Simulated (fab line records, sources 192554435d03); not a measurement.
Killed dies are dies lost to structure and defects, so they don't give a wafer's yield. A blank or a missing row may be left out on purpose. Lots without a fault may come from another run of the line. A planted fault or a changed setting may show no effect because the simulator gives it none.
fab line records | flow n5_finfet
record lots=10 wafers=30 last_day=20
route steps=1938 shown BEOL_M4@1093 BEOL_M5@1112 PASSIVATION@1936
lots that met no fault: from a run of the same line without faults
start_h: hours from the record's first day to the start of the lot's first wafer shown | wait_h: hours since the lot's step before | " the same as in the row above | L1.1+2: a row that stands for several wafers | - no value, or no start given | * or withheld: withheld | < > ~ a bound
route shown NAME@n: a module of which the file shows steps, and the number in the route of the first | usual: mean/standard deviation of fault-free wafers | same: alike in all rows | chamber/n: place in a boat | sites: the reading at each site | _std_site: their standard deviation | _edge_site: outer sites' mean less inner sites' | radius_mm: how far each site lies from the wafer's centre | mask NAME#n: copy n | behind: the tool/chamber that last shaped the wafer | hold: why the lot was held/for how many hours/how that ended | device: the transistor (n, p or np) that didn't switch | end of line: the same wafers' tests at the end of the route | a step without rows: its recipe alone | killed: dies lost to structure and defects at the first sort, not the wafer's yield | map: a wafer's dies, x killed, . not, _ none there
set.NAME: the setting as run; set.NAME@STEP: as run at that earlier step | model.NAME: the simulator's own value behind a step, which no gauge read
steps of the route over a sample of lots; a table a step, a row a wafer
services: from which hour (start_h, from the record's first day; less than 0 if before it) a tool's chamber was out of use, for how many hours, and why
## steps
# step N5_BEOL_M4_ANNEAL_89
# recipe temp_c=400 time_s=240 ambient=vacuum
# usual heater_power_w=879/97
# columns lot.wafer tool chamber start_h wait_h heater_power_w
L262.1 pvd_sputter-02 - 194.32 0.0 1030
L262.2 " - " " 988
L262.4 " - " " 923
L265.1 pvd_sputter-01 - 199.18 0.0 997
L265.3 " - " " 867
L265.5 " - " " 744
L266.1 pvd_sputter-01 - 216.58 0.0 751
L266.3 " - " " 874
L266.5 " - " " 861
L268.2 pvd_sputter-01 - 252.75 0.0 872
L268.3 " - " " 957
L268.5 " - " " 1011
L271.2 pvd_sputter-03 - 252.78 0.0 808
L271.3 " - " " 1047
L271.4 " - " " 820
L270.2 pvd_sputter-02 - 281.02 0.0 893
L270.4 " - " " 966
L270.5 " - " " 908
L278.1 pvd_sputter-01 - 329.90 0.0 777
L278.2 " - " " 813
L278.6 " - " " 745
L280.1 pvd_sputter-02 - 332.57 0.0 978
L280.2 " - " " 1023
L280.3 " - " " 907
L283.1 pvd_sputter-01 - 349.45 0.0 807
L283.2 " - " " 851
L283.5 " - " " 850
L282.2 pvd_sputter-01 - 356.31 0.0 773
L282.3 " - " " 972
L282.6 " - " " 865
# step N5_BEOL_M4_DEP_57
# recipe material=SiCN target_thk_a=80 temp_c=withheld precursor=3MS/NH3 pressure_torr=3 rf_w=202 time_s=14
# usual showerhead_plenum_p_Torr=3.665/0.017 throttle_valve_pct=9.1/0.52
# columns lot.wafer tool chamber start_h wait_h showerhead_plenum_p_Torr throttle_valve_pct
L262.1 pecvd-01 2 196.10 0.0 3.676 9.1
L262.2 " 1 " " 3.675 10.2
L262.4 " 0 " " 3.672 8.8
L265.1 pecvd-03 2 200.97 0.0 3.653 8.7
L265.3 " 1 " " 3.648 8.9
L265.5 " 0 " " 3.649 9.0
L266.1 pecvd-03 1 226.38 0.0 3.652 8.9
L266.3 " 0 " " 3.647 9.0
L266.5 " 1 " " 3.657 9.1
L268.2 pecvd-03 1 254.53 0.0 3.652 9.3
L268.3 " 0 " " 3.639 9.3
L268.5 " 2 " " 3.650 9.0
L271.2 pecvd-01 0 254.58 0.0 3.678 8.5
L271.3 " 1 " " 3.688 10.0
L271.4 " 0 " " 3.675 8.7
L270.2 pecvd-01 0 283.07 0.0 3.669 8.8
L270.4 " 2 " " 3.670 8.3
L270.5 " 0 " " 3.680 8.4
L278.1 pecvd-02 1 332.03 0.0 3.689 9.7
L278.2 " 0 " " 3.644 9.4
L278.6 " 1 " " 3.683 9.8
L280.1 pecvd-01 1 334.40 0.0 3.689 10.0
L280.2 " 2 " " 3.672 8.4
L280.3 " 0 " " 3.677 8.8
L283.1 pecvd-02 0 351.29 0.0 3.639 9.4
L283.2 " 1 " " 3.681 9.8
L283.5 " 2 " " 3.674 8.8
L282.2 pecvd-01 2 358.20 0.0 3.681 8.6
L282.3 " 0 " " 3.685 9.1
L282.6 " 1 " " 3.679 10.0
# step N5_BEOL_M4_RC_MEAS_101
# usual DIBL_N=36.6/1.3 DIBL_P=36.4/1.4 IOFF_N=0.167/0.023 IOFF_P=0.219/0.029 ION_N=678/8.7 ION_P=464/6.4 SS_N=71.5/0.53 SS_P=73.4/0.57 VT_N=248.5/2.8 VT_P=-249/3.1
# columns lot.wafer tool chamber start_h wait_h DIBL_N[mV/V] DIBL_P[mV/V] IOFF_N[nA/um] IOFF_P[nA/um] ION_N[uA/um] ION_P[uA/um] SS_N[mV/dec] SS_P[mV/dec] VT_N[mV] VT_P[mV]
L262.1 prober-02 0 196.22 0.0 35.3 33.7 0.136 0.182 658 455 70.3 73.0 255.9 -250
L262.2 " 0 " " 34.1 32.7 0.125 0.170 659 458 70.5 72.9 253.4 -250
L262.4 " 0 " " 34.1 33.6 0.129 0.179 668 458 70.8 72.8 253.7 -251
L265.1 prober-02 0 201.08 0.0 34.3 33.1 0.125 0.212 660 468 71.6 72.4 254.0 -247
L265.3 " 0 " " 35.1 33.8 0.132 0.219 673 475 71.4 72.5 253.4 -249
L265.5 " 0 " " 36.7 35.5 0.164 0.256 675 476 73.2 72.3 249.6 -245
L266.1 prober-02 0 226.52 0.0 39.2 38.2 0.191 0.240 684 465 72.3 73.7 248.0 -246
L266.3 " 0 " " 37.6 36.8 0.175 0.219 681 464 72.0 72.9 247.0 -248
L266.5 " 0 " " 38.4 37.3 0.176 0.224 684 466 72.6 73.1 248.2 -246
L268.2 prober-02 0 254.80 0.2 35.0 34.1 0.133 0.192 666 462 70.6 72.9 252.4 -249
L268.3 " 0 " " 37.0 36.9 0.166 0.239 681 471 71.8 73.5 247.1 -247
L268.5 " 0 " " 37.8 37.1 0.169 0.238 669 459 71.9 73.4 250.5 -246
L271.2 prober-01 0 254.85 0.2 34.9 36.0 0.157 0.243 675 467 71.3 73.4 252.5 -242
L271.3 " 0 " " 34.1 34.6 0.154 0.216 678 468 71.1 72.9 248.4 -246
L271.4 " 0 " " 34.5 35.8 0.158 0.238 681 472 71.1 73.4 249.7 -247
L270.2 prober-01 0 283.34 0.2 34.9 34.7 0.144 0.182 674 460 71.2 72.9 250.8 -253
L270.4 " 0 " " 36.6 36.5 0.170 0.208 669 458 71.6 73.3 247.6 -249
L270.5 " 0 " " 34.6 34.2 0.131 0.178 665 461 70.7 72.7 249.1 -251
L278.1 prober-02 0 332.15 0.0 35.9 35.4 0.156 0.219 675 464 70.9 73.2 246.8 -250
L278.2 " 0 " " 35.2 35.2 0.148 0.225 681 472 70.5 73.5 249.7 -248
L278.6 " 0 " " 36.6 36.0 0.169 0.230 681 466 70.9 73.4 246.5 -248
L280.1 prober-01 0 334.52 0.0 39.3 37.6 0.193 0.207 689 461 71.7 74.3 245.8 -252
L280.2 " 0 " " 37.9 37.0 0.165 0.200 679 466 71.7 73.7 249.2 -253
L280.3 " 0 " " 37.2 36.2 0.149 0.180 672 456 71.6 73.5 252.1 -255
L283.1 prober-02 0 351.41 0.0 36.2 37.2 0.160 0.197 679 461 71.8 72.2 248.6 -252
L283.2 " 0 " " 36.1 36.6 0.153 0.182 676 457 71.3 72.6 251.2 -250
L283.5 " 0 " " 35.8 36.3 0.151 0.179 679 460 70.9 72.6 250.6 -252
L282.2 prober-01 0 358.47 0.2 38.3 39.0 0.231 0.281 704 477 71.8 74.7 242.5 -245
L282.3 " 0 " " 37.2 36.4 0.193 0.235 689 468 71.3 74.4 245.3 -249
L282.6 " 0 " " 37.2 36.5 0.188 0.234 690 468 71.6 73.3 245.2 -250
# step N5_BEOL_M5_ILD_DEP_00
# recipe material=SiCOH_lowk target_thk_a=1406.4 temp_c=300 precursor=DEMS/porogen pressure_torr=5 rf_w=500 time_s=25.9
# usual heater_power_w=307/45 showerhead_plenum_p_Torr=5.743/0.016 throttle_valve_pct=14.1/0.94
# columns lot.wafer tool chamber start_h wait_h heater_power_w showerhead_plenum_p_Torr throttle_valve_pct
L262.1 pecvd-04 2 197.18 0.8 223 5.725 13.1
L262.2 " 1 " " 299 5.739 13.6
L262.4 " 2 " " 228 5.725 13.1
L265.1 pecvd-04 0 202.05 0.8 272 5.745 15.1
L265.3 " 1 " " 291 5.738 13.7
L265.5 " 0 " " 271 5.753 15.5
L266.1 pecvd-01 1 227.48 0.8 391 5.770 15.3
L266.3 " 1 " " 408 5.756 15.3
L266.5 " 0 " " 346 5.759 13.2
L268.2 pecvd-02 2 255.61 0.7 386 5.759 13.5
L268.3 " 1 " " 241 5.752 15.2
L268.5 " 0 " " 296 5.716 14.5
L271.2 pecvd-04 1 255.67 0.7 269 5.741 13.2
L271.3 " 0 " " 278 5.744 15.5
L271.4 " 2 " " 282 5.724 13.2
L270.2 pecvd-04 1 284.15 0.7 316 5.732 13.0
L270.4 " 2 " " 221 5.726 13.6
L270.5 " 0 " " 253 5.757 15.7
L278.1 pecvd-02 0 333.11 0.8 258 5.714 14.7
L278.2 " 1 " " 290 5.748 14.8
L278.6 " 2 " " 380 5.741 13.6
L280.1 pecvd-01 1 335.48 0.8 396 5.756 15.3
L280.2 " 0 " " 326 5.747 13.5
L280.3 " 2 " " 317 5.765 13.1
L283.1 pecvd-04 1 352.37 0.8 318 5.748 13.1
L283.2 " 2 " " 246 5.729 13.6
L283.5 " 1 " " 320 5.735 13.6
L282.2 pecvd-01 1 359.28 0.7 401 5.765 15.1
L282.3 " 0 " " 317 5.729 13.6
L282.6 " 1 " " 322 5.776 15.2
# step N5_BEOL_M5_THK_MEAS_01
# recipe reads=SiCOH_lowk_of_BEOL_M5_ILD_DEP_00
# usual M5_ILD_THK=120.9/1.5
# columns lot.wafer tool chamber start_h wait_h M5_ILD_THK[nm]
L262.1 film_metro-01 - 197.76 0.4 121.1
L262.2 " - " " 122.6
L262.4 " - " " 123.2
L265.1 film_metro-02 - 202.63 0.4 120.5
L265.3 " - " " 122.1
L265.5 " - " " 121.6
L266.1 film_metro-02 - 228.55 0.8 118.0
L266.3 " - " " 120.6
L266.5 " - " " 119.6
L268.2 film_metro-02 - 256.31 0.4 121.1
L268.3 " - " " 120.8
L268.5 " - " " 124.4
L271.2 film_metro-02 - 256.46 0.4 119.4
L271.3 " - " " 118.1
L271.4 " - " " 232.5
L270.2 film_metro-01 - 284.72 0.4 119.0
L270.4 " - " " 234.0
L270.5 " - " " 234.7
L278.1 film_metro-02 - 333.70 0.4 119.8
L278.2 " - " " 121.2
L278.6 " - " " 122.0
L280.1 film_metro-01 - 336.06 0.4 120.4
L280.2 " - " " 119.6
L280.3 " - " " 119.8
L283.1 film_metro-02 - 352.94 0.4 120.2
L283.2 " - " " 119.4
L283.5 " - " " 121.7
L282.2 film_metro-01 - 359.85 0.4 118.3
L282.3 " - " " 118.8
L282.6 " - " " 122.5
# step N5_BEOL_M5_HM_DEP_02
# recipe material=TiN target_thk_a=200 temp_c=25 chamber_pressure_pa=0.49996
# usual throttle_valve_pct=29.8/1.1
# columns lot.wafer tool chamber start_h wait_h throttle_valve_pct
L262.1 pvd_sputter-01 - 197.85 0.0 28.6
L262.2 " - " " 30.3
L262.4 " - " " 28.8
L265.1 pvd_sputter-02 - 204.85 2.2 30.0
L265.3 " - " " 30.2
L265.5 " - " " 31.2
L266.1 pvd_sputter-01 - 228.87 0.3 30.0
L266.3 " - " " 28.2
L266.5 " - " " 29.9
L268.2 pvd_sputter-01 - 257.35 1.0 29.0
L268.3 " - " " 28.3
L268.5 " - " " 30.5
L271.2 pvd_sputter-01 - 257.63 1.1 30.4
L271.3 " - " " 29.0
L271.4 " - " " 28.0
L270.2 pvd_sputter-01 - 285.91 1.1 29.9
L270.4 " - " " 30.5
L270.5 " - " " 30.3
L278.1 pvd_sputter-01 - 333.91 0.2 30.2
L278.2 " - " " 29.0
L278.6 " - " " 29.9
L280.1 pvd_sputter-02 - 336.31 0.2 29.9
L280.2 " - " " 29.9
L280.3 " - " " 28.6
L283.1 pvd_sputter-01 - 354.03 1.0 29.9
L283.2 " - " " 28.5
L283.5 " - " " 29.8
L282.2 pvd_sputter-02 - 361.70 1.8 30.2
L282.3 " - " " 31.4
L282.6 " - " " 30.2
# step N5_PASSIVATION_PROBE_49
# usual defect_limited_yield=91.6/1.6 killed_at_M0_to_M3=32/9.7 killed_at_M4_up=13/4.4 killed_at_contacts=12/6.5 killed_at_front_end=38/12 killed_at_other=3.7/3 killed_dies=99/18 killed_on_rim=13/3.9 killed_open=66/14 killed_short=32/7.5 sort_bin_5_function=4.9/1 sort_bin_6_memory=3.2/0.73 sort_n_pass=1081/18 sort_yield_pct=91.6/1.6
# same gross_dies=1180 killed_at_back_side=0 sort_bin_4_leakage[%]=0 sort_bin_8_speed[%]=0
# columns lot.wafer tool chamber start_h wait_h defect_limited_yield[%] killed_at_M0_to_M3 killed_at_M4_up killed_at_contacts killed_at_front_end killed_at_other killed_dies killed_on_rim killed_open killed_short sort_bin_5_function[%] sort_bin_6_memory[%] sort_n_pass sort_yield_pct[%]
L265.1 prober-02 - 302.41 0.0 93.6 26 16 5 27 1 75 11 47 27 3.7 2.3 1105 93.6
L265.3 prober-02 - 302.51 0.1 92.4 30 22 11 21 6 90 18 57 33 3.8 3.6 1090 92.4
L265.5 prober-02 - 302.61 0.2 91.2 29 28 16 29 2 104 12 71 33 5.8 2.8 1076 91.2
L271.2 prober-01 - 353.45 0.1 93.1 31 8 6 32 4 81 7 53 28 4.2 2.5 1099 93.1
L271.3 prober-01 - 353.50 0.1 92.2 45 11 2 25 9 92 8 59 33 3.7 3.8 1088 92.2
L271.4 prober-01 - 353.55 0.2 0 38 1099 6 27 10 1180 152 56 28 96.7 2.5 0 0
L270.2 prober-02 - 393.36 0.1 93.4 40 11 2 25 0 78 12 42 34 3.6 2.9 1102 93.4
L270.4 prober-02 - 393.46 0.2 0 40 1108 5 25 2 1180 152 49 32 96.4 3.3 0 0
L270.5 prober-02 - 393.51 0.2 0 43 1096 7 31 3 1180 152 66 26 96.4 3.1 0 0
# killed by level:class
L265.1 BEOL_M2:geometric_particle:open=7 FIN_SAQP:geometric_particle:short=7 BEOL_M4:geometric_particle:open=6 MOL_CONTACT_COAG:geometric_particle:open=5 BEOL_M0_SAQP:geometric_particle:open=5 FIN_SAQP:geometric_particle:open=4 BEOL_M3:geometric_particle:open=4 FIN_CUT:geometric_particle:open=3
L265.3 BEOL_M4:geometric_particle:open=11 MOL_CONTACT_COAG:geometric_particle:open=10 BEOL_M2:geometric_particle:open=8 FIN_SAQP:geometric_particle:open=6 FIN_SAQP:geometric_particle:short=6 BEOL_M1:geometric_particle:open=6 BEOL_M0_SAQP:geometric_particle:short=5 BEOL_M4:geometric_particle:short=4
L265.5 BEOL_M4:geometric_particle:open=17 MOL_CONTACT_COAG:geometric_particle:open=9 FIN_SAQP:geometric_particle:short=8 MOL_CONTACT_COAG:geometric_particle:short=7 BEOL_M2:geometric_particle:open=7 BEOL_M5:geometric_particle:open=7 FIN_SAQP:geometric_particle:open=5 BEOL_M0_SAQP:geometric_particle:short=5
L271.2 BEOL_M1:geometric_particle:open=10 GATE_CUT:geometric_particle:short=6 MOL_CONTACT_COAG:geometric_particle:open=6 FIN_SAQP:geometric_particle:open=5 BEOL_M0_SAQP:geometric_particle:short=5 BEOL_M2:geometric_particle:open=5 DUMMY_GATE:geometric_particle:open=4 BEOL_M0_SAQP:geometric_particle:open=4
L271.3 BEOL_M1:geometric_particle:open=15 BEOL_M0_SAQP:geometric_particle:short=5 BEOL_M1:geometric_particle:short=4 STI_FIN_REVEAL:geometric_particle:open=4 ILD0:geometric_particle:short=4 BEOL_M0_SAQP:geometric_particle:open=4 BEOL_M2:geometric_particle:short=4 BEOL_M2:geometric_particle:open=4
L271.4 BEOL_M5:area_etch=1096 BEOL_M1:geometric_particle:open=12 MOL_CONTACT_COAG:geometric_particle:open=6 BEOL_M0:geometric_particle:open=6 FIN_SAQP:geometric_particle:open=5 BEOL_M2:geometric_particle:open=5 FIN_SAQP:geometric_particle:short=4 DUMMY_GATE:geometric_particle:open=4
L270.2 BEOL_M0_SAQP:geometric_particle:short=14 BEOL_M0_SAQP:geometric_particle:open=11 BEOL_M4:geometric_particle:open=6 STARTING-WAFER:geometric_particle:short=6 BEOL_M2:geometric_particle:open=5 FIN_SAQP:geometric_particle:short=4 BEOL_M1:geometric_particle:open=4 DUMMY_GATE:geometric_particle:open=3
L270.4 BEOL_M5:area_etch=1099 BEOL_M0_SAQP:geometric_particle:short=12 BEOL_M0_SAQP:geometric_particle:open=10 FIN_SAQP:geometric_particle:open=7 BEOL_M1:geometric_particle:short=6 FIN_SAQP:geometric_particle:short=5 BEOL_M2:geometric_particle:open=4 BEOL_M3:geometric_particle:open=4
L270.5 BEOL_M5:area_etch=1087 FIN_SAQP:geometric_particle:short=11 BEOL_M1:geometric_particle:open=11 BEOL_M2:geometric_particle:open=10 BEOL_M0_SAQP:geometric_particle:open=8 MOL_CONTACT_COAG:geometric_particle:open=6 BEOL_M3:geometric_particle:open=5 FIN_SAQP:geometric_particle:open=4
## services
# columns tool chamber start_h hours kind
pecvd-01 - 181.09 0.6 repair
pecvd-04 1 187.08 5.5 scheduled_down
pecvd-01 2 202.41 - clean
pecvd-01 2 202.41 - consumable_replace:showerhead
pecvd-01 2 202.41 29.0 scheduled_down
pecvd-01 2 202.41 29.0 vent_cycle
pecvd-01 1 202.65 2.1 scheduled_down
pecvd-03 - 208.55 0.7 repair
pecvd-03 2 214.61 14.7 repair
pecvd-03 0 261.37 5.5 scheduled_down
pvd_sputter-02 - 265.13 12.8 repair
pecvd-04 1 266.50 2.1 scheduled_down
pecvd-02 2 278.86 5.5 scheduled_down
pecvd-02 0 284.32 2.1 scheduled_down
pecvd-01 2 291.81 5.0 repair
pecvd-04 2 293.08 5.5 scheduled_down
pecvd-01 - 303.96 1.5 repair
pecvd-02 - 309.13 1.0 repair
pecvd-04 1 317.96 5.0 scheduled_down
pecvd-04 2 338.37 2.1 scheduled_down
pecvd-02 1 345.74 - calibration
pvd_sputter-03 - 361.72 2.7 repair
## key
first_sign step=N5_BEOL_M5_THK_MEAS_01 reading=M5_ILD_THK direction=up sigmas=73 usual=120.9 struck=233.7
effect step=N5_PASSIVATION_PROBE_49 reading=killed_at_M4_up direction=up sigmas=99+ usual=13 struck=1101
more_kills_born_at N5_BEOL_M5_ETCH_41@rie_diel-03=2186 N5_BEOL_M5_ETCH_41@rie_diel-02=1096
met_at N5_BEOL_M5_ILD_DEP_00
struck_lots L270,L271
struck_wafers L270.4,L270.5,L271.4
later_rows_left_out L270.4,L270.5,L271.4
not_acting_at N5_BEOL_M4_ANNEAL_89,N5_BEOL_M4_DEP_57,N5_BEOL_M5_HM_DEP_02
onset_between 202.05 255.67
fault kind=process_parameter_drift tool=pecvd-04 chamber=- onset_h=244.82 steps=N5_BEOL_M5_ILD_DEP_00 channel=time_s offset=* shape=step end_h=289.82 scope=struck_wafers_only acts_in=* stated=*
# later_rows_left_out: the simulator's readings of these wafers behind a module that went badly wrong aren't trusted and aren't shown, but for the sort
